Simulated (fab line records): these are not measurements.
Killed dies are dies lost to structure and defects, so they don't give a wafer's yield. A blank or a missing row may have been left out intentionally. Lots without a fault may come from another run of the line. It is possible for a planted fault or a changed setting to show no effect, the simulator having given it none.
fab line records | flow n5-finfet
record lots=4 wafers=12 last-day=17
route steps=1938 shown BEOL_M5@1182 BEOL_M6@1194 PASSIVATION@1936
lots that met no fault: taken from a fault-free run of the same line
start-h: the number of hours between the record's first day and the start of the first shown wafer of the lot | wait-h: how many hours have passed since the lot's step before this one | " as in the row above | L1.1+2: a single row standing in for several wafers | - no value present, or no start provided | * or withheld: withheld | < > ~ a bound
route shown NAME@n: NAME is a module with steps in the file, n the number in the route of the first one | usual: the fault-free wafers' mean and standard deviation | same: alike in all rows | chamber/n: place in a boat | sites: the reading at each site | _std_site: their standard deviation | _edge_site: outer sites' mean less inner sites' | radius-mm: for every site, how far away it sits from the centre of the wafer | mask NAME#n: copy n | behind: the last tool/chamber to shape the wafer | hold: why the lot was held/for how many hours/how that ended | device: whichever transistor did not switch (one of n, p or np) | end of line: tests run on the same wafers once the route is complete | a step with no rows: only its recipe | killed: count of dies lost to structure and defects at first sort (not the wafer's yield) | map: a wafer's dies, marking killed ones x, the rest . and places with no die _
set.NAME: setting as actually run; set.NAME@STEP: the setting as run at that earlier step | model.NAME: the simulator's own value behind a step, which no gauge read
lots seen at some steps along the route; tables by step, rows by wafer
services: from which hour (start-h, from the record's first day; less than 0 if before it) a tool's chamber was out of use, for how many hours, and why
## steps
# step N5_BEOL_M5_ANNEAL_89
# recipe temp-c=400 time-s=1800 ambient=vacuum
# step N5_BEOL_M5_SPUTTER_90
# recipe material=Cu target-thk-a=45 temp-c=-20 chamber-pressure-pa=0.07 power-w=withheld time-s=8.29
# step N5_BEOL_M5_ECD_50
# recipe material=Cu target-thk-a=3000
# step N5_BEOL_M5_ANNEAL_51
# recipe temp-c=225 time-s=90 ambient=N2
# step N5_BEOL_M5_CMP_52
# recipe stop-on=SiCOH_lowk t-overpolish-s=6.9 down-force-psi=1 platen-rpm=50 clearing-platen-down-force-psi=1.5 clearing-platen-rpm=50 post-cmp-clean=cu-alkaline target-thk-nm=62 clearing-platen-pad-velocity-m-s=0.99484 pad-velocity-m-s=0.99484
# step N5_BEOL_M5_PRE_CLEAN_77
# recipe gas=NH3/H2 time-s=15 temp-c=* rf-power-w=300
# step N5_BEOL_M5_CO_CAP_78
# recipe material=Co target-thk-a=20 temp-c=200 precursor=CCTBA/H2 pressure-torr=30 time-s=102.1
# step N5_BEOL_M5_PRE_CLEAN_55
# recipe gas=NH3 time-s=15 temp-c=withheld rf-power-w=300
# step N5_BEOL_M5_DEP_56
# recipe material=SiCN target-thk-a=80 temp-c=withheld precursor=3MS/NH3 pressure-torr=3 rf-w=202 time-s=14
# step N5_BEOL_M6_ILD_DEP_00
# recipe material=SiCOH_lowk target-thk-a=1797.5 temp-c=300 precursor=DEMS/porogen pressure-torr=5 rf-w=500 time-s=33.4
# usual chamber-pressure-Torr=5.000/0.014 heater-power-w=308/52 showerhead-plenum-p-Torr=5.734/0.012 susceptor-temp-C=300.01/0.2 throttle-valve-pct=13.3/0.61
# columns lot.wafer tool chamber start-h wait-h chamber-pressure-Torr heater-power-w showerhead-plenum-p-Torr susceptor-temp-C throttle-valve-pct model.SiCOH_lowk_of_BEOL_M6_ILD_DEP_00.thk-nm
L836.4 pecvd-01 0 222.22 0.1 5.001 381 5.733 300.06 13.2 180.4
L836.5 " 2 " " 5.014 259 5.733 300.23 12.5 181.2
L836.6 " 1 " " 5.031 284 5.730 299.78 14.2 180.4
L842.2 pecvd-01 2 261.44 0.0 5.017 350 5.741 310.77 12.6 168.4
L842.3 " 2 " " 4.994 345 5.730 311.22 12.2 168.4
L842.5 " 2 " " 5.002 352 5.751 310.85 12.4 171.8
L844.1 pecvd-01 1 286.81 0.0 5.002 326 5.712 310.57 14.0 166.6
L844.2 " 2 " " 5.001 332 5.741 311.03 12.2 168.4
L844.3 " 0 " " 5.027 433 5.738 310.72 13.8 166.4
L852.1 pecvd-04 0 324.09 0.0 4.979 308 5.733 299.98 13.4 180
L852.3 " 2 " " 4.977 381 5.734 299.82 13.0 179
L852.6 " 0 " " 4.994 248 5.725 300.19 13.5 182
# step N5_BEOL_M6_CURE_74
# recipe temp-c=385 time-s=240 ambient=He/Ar material=SiCOH_lowk
# step N5_BEOL_M6_THK_MEAS_01
# recipe reads=SiCOH_lowk_of_BEOL_M6_ILD_DEP_00
# usual M6_ILD_THK=155.4/1.6
# columns lot.wafer tool chamber start-h wait-h M6_ILD_THK[nm]
L836.4 film-metro-01 - 222.79 0.2 155.5
L836.5 " - " " 156.3
L836.6 " - " " 155.6
L842.2 film-metro-02 - 262.04 0.4 145.1
L842.3 " - " " 145.2
L842.5 " - " " 148.1
L844.1 film-metro-01 - 287.38 0.4 143.6
L844.2 " - " " 145.3
L844.3 " - " " 143.4
L852.1 film-metro-01 - 325.15 0.8 155.4
L852.3 " - " " 154.4
L852.6 " - " " 156.9
# step N5_BEOL_M6_PECVD_70
# recipe material=SiO2 target-thk-a=200 temp-c=400 precursor=TEOS/O2 pressure-torr=5.5 rf-w=450 teos-flow-sccm=53.8 gas=O2 flow-sccm=3000 time-s=22.7
# step N5_BEOL_M6_HM_DEP_02
# recipe material=TiN target-thk-a=200 temp-c=25 chamber-pressure-pa=0.49996
# step N5_BEOL_M6_COAT_59
# recipe resist=SOC temp-c=250 time-s=60 spin-rpm=1500 resist-thk-nm=100
# step N5_BEOL_M6_COAT_60
# recipe resist=SiARC temp-c=220 time-s=60 spin-rpm=1500 resist-thk-nm=35
# step N5_BEOL_M6_COAT_05
# recipe resist=CAR-ArF spin-rpm=1500 resist-thk-nm=90
# step N5_BEOL_M6_EBR_07
# recipe solvent=PGMEA ebr-width-mm=1.5
# step N5_BEOL_M6_SOFTBAKE_06
# recipe temp-c=110 time-s=60 resist=CAR-ArF
# step N5_BEOL_M6_EXPOSE_08
# recipe mask-id=M6 na=1.35 source-shape=dipole sigma-inner=0.817 sigma-outer=0.97 polarization=te dose-mj=68.25
# step N5_BEOL_M6_PEB_09
# recipe peb-temp-c=withheld peb-time-s=60 resist=CAR-ArF
# step N5_BEOL_M6_DEVELOP_10
# recipe develop-time-s=30 developer=TMAH resist=CAR-ArF rinse-liquid=diw dry=air-spin dev-temp-c=23
# step N5_BEOL_M6_DESCUM_16
# recipe chemistry=O2 time-s=7.9 source-power-w=50 bias-power-w=20 pressure-mtorr=20 rf-frequency-hz=2.712e+07 temp-c=40 resist=CAR-ArF o2-flow-sccm=225
# step N5_BEOL_M6_ETCH_61
# recipe chemistry=CF4 target=SiARC target-depth-a=455 mask-material=CAR-ArF time-s=75.8 ion-energy-ev=80 pressure-mtorr=40 source-w=545 bias-w=36 Ar_flow_sccm=100 cf4-flow-sccm=100 ends=cleared
# step N5_BEOL_M6_ETCH_62
# recipe chemistry=N2/H2 target=SOC target-depth-a=1100 overetch-a=220 mask-material=SiARC temp-c=40 time-s=165 ion-energy-ev=200 pressure-mtorr=30 source-w=840 bias-w=150 n2-flow-sccm=200 h2-flow-sccm=200
# step N5_BEOL_M6_STRIP_68
# recipe chemistry=N2/H2 temp-c=40 n2-flow-sccm=200 h2-flow-sccm=200 rf-frequency-hz=6e+07
# step N5_BEOL_M6_STRIP_67
# recipe chemistry=CF4 resist=SiARC power-w=300 bias-power-w=75 pressure-mtorr=50 cf4-flow-sccm=150 rf-frequency-hz=6e+07
# step N5_BEOL_M6_HM_OPEN_17
# recipe chemistry=Cl2/BCl3 target-depth-a=200 overetch-a=60 target=TiN mask-material=SOC ion-energy-ev=150 pressure-mtorr=10 icp-w=1000 bias-w=126 Cl2_flow_sccm=53.25 bcl3-flow-sccm=21.75 Ar_flow_sccm=25
# step N5_BEOL_M6_STRIP_19
# recipe chemistry=O2 power-w=400 temp-c=40 pressure-mtorr=30 rf-frequency-hz=6e+07 bias-power-w=0 overash-fraction=0.2 o2-flow-sccm=225
# step N5_BEOL_M6_COAT_63
# recipe resist=SOC temp-c=250 time-s=60 spin-rpm=1500 resist-thk-nm=60
# step N5_BEOL_M6_COAT_64
# recipe resist=SiARC temp-c=220 time-s=60 spin-rpm=1500 resist-thk-nm=12
# step N5_BEOL_M6_COAT_71
# recipe resist=underlayer temp-c=205 time-s=60 spin-rpm=1500 resist-thk-nm=5
# step N5_BEOL_M6_COAT_22
# recipe resist=CAR-EUV spin-rpm=1500 resist-thk-nm=30
# step N5_BEOL_M6_EBR_24
# recipe solvent=PGMEA ebr-width-mm=1.5
# step N5_BEOL_M6_SOFTBAKE_23
# recipe temp-c=110 time-s=60 resist=CAR-EUV
# step N5_BEOL_M6_CMP_52
# recipe stop-on=SiCOH_lowk t-overpolish-s=6.9 down-force-psi=1 platen-rpm=50 clearing-platen-down-force-psi=1.5 clearing-platen-rpm=50 post-cmp-clean=cu-alkaline target-thk-nm=80 clearing-platen-pad-velocity-m-s=0.99484 pad-velocity-m-s=0.99484
# usual edge-zone-pressure-frac=1.000/0.0049 motor-current-A=5.9/0.54 platen-rpm=50.00/0.036
# columns lot.wafer tool chamber start-h wait-h edge-zone-pressure-frac motor-current-A platen-rpm model.SiCOH_lowk_of_BEOL_M6_ILD_DEP_00.thk-nm
L836.4 cmp-02 2 231.62 0.2 0.996 6.1 49.97 152.6
L836.5 " 3 " " 1.003 6.0 49.95 153.2
L836.6 " 0 " " 0.989 6.4 49.96 152.6
L842.3 cmp-04 0 269.04 0.2 1.000 5.6 49.96 142.2
L842.2 " 3 " " 0.996 5.5 50.02 142.2
L842.5 " 0 " " 1.007 5.7 50.01 145
L844.2 cmp-04 3 293.07 0.2 1.001 5.8 49.96 142.2
L844.1 " 0 " " 1.001 5.5 50.01 140.6
L844.3 " 1 " " 1.011 5.1 49.97 140.4
L852.3 cmp-02 3 332.47 0.4 0.999 6.5 49.99 151.2
L852.1 " 1 " " 1.005 5.3 50.05 152.2
L852.6 " 2 " " 1.008 6.1 50.00 154
# step N5_PASSIVATION_PROBE_49
# usual defect-limited-yield=91.0/1.6 killed_at_M0_to_M3=35/11 killed_at_M4_up=14/5.1 killed-at-contacts=12/6.6 killed-at-front-end=41/12 killed-at-other=4/3 killed-dies=107/19 killed-open=70/15 killed-short=35/8.5 sort_bin_5_function=5.3/1 sort_bin_6_memory=3.4/0.73 sort-n-pass=1073/19 sort-yield-pct=91.0/1.6
# same gross-dies=1180 killed-at-back-side=0 sort_bin_4_leakage[%]=0 sort_bin_8_speed[%]=0
# columns lot.wafer tool chamber start-h wait-h defect-limited-yield[%] killed_at_M0_to_M3 killed_at_M4_up killed-at-contacts killed-at-front-end killed-at-other killed-dies killed-open killed-short sort_bin_5_function[%] sort_bin_6_memory[%] sort-n-pass sort-yield-pct[%]
L842.2 prober-01 - 347.56 0.1 90.9 41 15 11 32 8 107 66 41 4.7 3.6 1073 90.9
L842.3 prober-01 - 347.61 0.1 91.6 34 18 23 21 3 99 68 31 4.7 3.2 1081 91.6
L842.5 prober-01 - 347.71 0.2 90.4 36 10 14 45 8 113 77 35 5.9 3.4 1067 90.4
L844.1 prober-02 - 377.06 0.0 91.0 35 8 14 44 5 106 69 34 5.3 3.2 1074 91.0
L844.2 prober-02 - 377.11 0.1 91.9 36 9 5 42 3 95 61 32 5.2 2.8 1085 91.9
L844.3 prober-02 - 377.16 0.1 90.1 30 19 12 51 5 117 86 29 5.9 3.9 1063 90.1
# killed by level:class
L842.2 BEOL_M0_SAQP:geometric-particle:short=18 MOL_CONTACT_COAG:geometric-particle:open=11 BEOL_M0_SAQP:geometric-particle:open=8 BEOL_M5:geometric-particle:open=7 GATE_CUT:geometric-particle:short=6 BEOL_M4:geometric-particle:open=6 FIN_SAQP:geometric-particle:open=5 FIN_SAQP:geometric-particle:short=4
L842.3 MOL_CONTACT_COAG:geometric-particle:open=18 BEOL_M0_SAQP:geometric-particle:short=10 BEOL_M3:geometric-particle:open=7 BEOL_M0_SAQP:geometric-particle:open=7 GATE_CUT:geometric-particle:short=5 MOL_CONTACT_COAG:geometric-particle:short=5 BEOL_M5:geometric-particle:open=5 BEOL_M3:geometric-particle:short=4
L842.5 BEOL_M0_SAQP:geometric-particle:open=15 MOL_CONTACT_COAG:geometric-particle:open=12 FIN_SAQP:geometric-particle:open=11 BEOL_M0_SAQP:geometric-particle:short=8 BEOL_M3:geometric-particle:open=8 FIN_SAQP:geometric-particle:short=6 GATE_CUT:geometric-particle:short=6 STI_FIN_REVEAL:geometric-particle:open=5
L844.1 FIN_SAQP:geometric-particle:open=15 MOL_CONTACT_COAG:geometric-particle:open=13 BEOL_M2:geometric-particle:open=10 BEOL_M0_SAQP:geometric-particle:short=9 FIN_SAQP:geometric-particle:short=7 DUMMY_GATE:geometric-particle:open=6 BEOL_M0_SAQP:geometric-particle:open=5 DUMMY_GATE:geometric-particle:short=4
L844.2 FIN_SAQP:geometric-particle:open=16 BEOL_M0_SAQP:geometric-particle:short=12 BEOL_M0_SAQP:geometric-particle:open=9 DUMMY_GATE:geometric-particle:open=7 FIN_SAQP:geometric-particle:short=5 MOL_CONTACT_COAG:geometric-particle:open=4 BEOL_M2:geometric-particle:open=4 STI_FIN_REVEAL:geometric-particle:open=3
L844.3 FIN_SAQP:geometric-particle:open=11 STI_FIN_REVEAL:geometric-particle:open=10 MOL_CONTACT_COAG:geometric-particle:open=9 DUMMY_GATE:geometric-particle:open=6 BEOL_M1:geometric-particle:open=6 BEOL_M3:geometric-particle:open=6 GATE_CUT:geometric-particle:open=5 BEOL_M0_SAQP:geometric-particle:open=5
## services
# columns tool chamber start-h hours kind
pecvd-04 - 205.06 2.8 pm
cmp-02 - 208.98 4.9 pm
pecvd-04 0 228.16 5.5 scheduled-down
pecvd-01 - 231.21 0.4 repair
cmp-04 - 236.15 6.9 repair
pecvd-01 - 241.99 0.7 repair
pecvd-01 1 247.33 8.2 repair
pecvd-04 - 251.81 1.5 repair
pecvd-01 2 257.10 2.0 repair
cmp-04 - 300.65 6.5 repair
pecvd-01 1 309.99 16.9 repair
cmp-02 - 313.46 4.0 pm
cmp-02 - 317.46 - consumable-replace:conditioner
cmp-02 - 317.46 - consumable-replace:pad
pecvd-04 0 328.19 19.8 repair
## key
first-sign step=N5_BEOL_M6_ILD_DEP_00 reading=susceptor-temp-C direction=up sigmas=55 usual=* struck=*
effect step=N5_BEOL_M6_THK_MEAS_01 reading=M6_ILD_THK direction=down sigmas=6.4 usual=155.4 struck=145.1
model-effect step=N5_BEOL_M6_ILD_DEP_00 value=SiCOH_lowk_of_BEOL_M6_ILD_DEP_00.thk-nm without=178.5 struck=168.3
model-effect step=N5_BEOL_M6_CMP_52 value=SiCOH_lowk_of_BEOL_M6_ILD_DEP_00.thk-nm without=150.9 struck=142.1
met-at N5_BEOL_M6_ILD_DEP_00
struck-wafers L842.2,L842.3,L842.5,L844.1,L844.2,L844.3
onset-between 222.22 261.44
fault kind=process-parameter-drift tool=pecvd-01 chamber=- onset-h=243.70 steps=N5_BEOL_M6_ILD_DEP_00 channel=temp-c offset=* shape=step end-h=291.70 acts-in=* stated=*
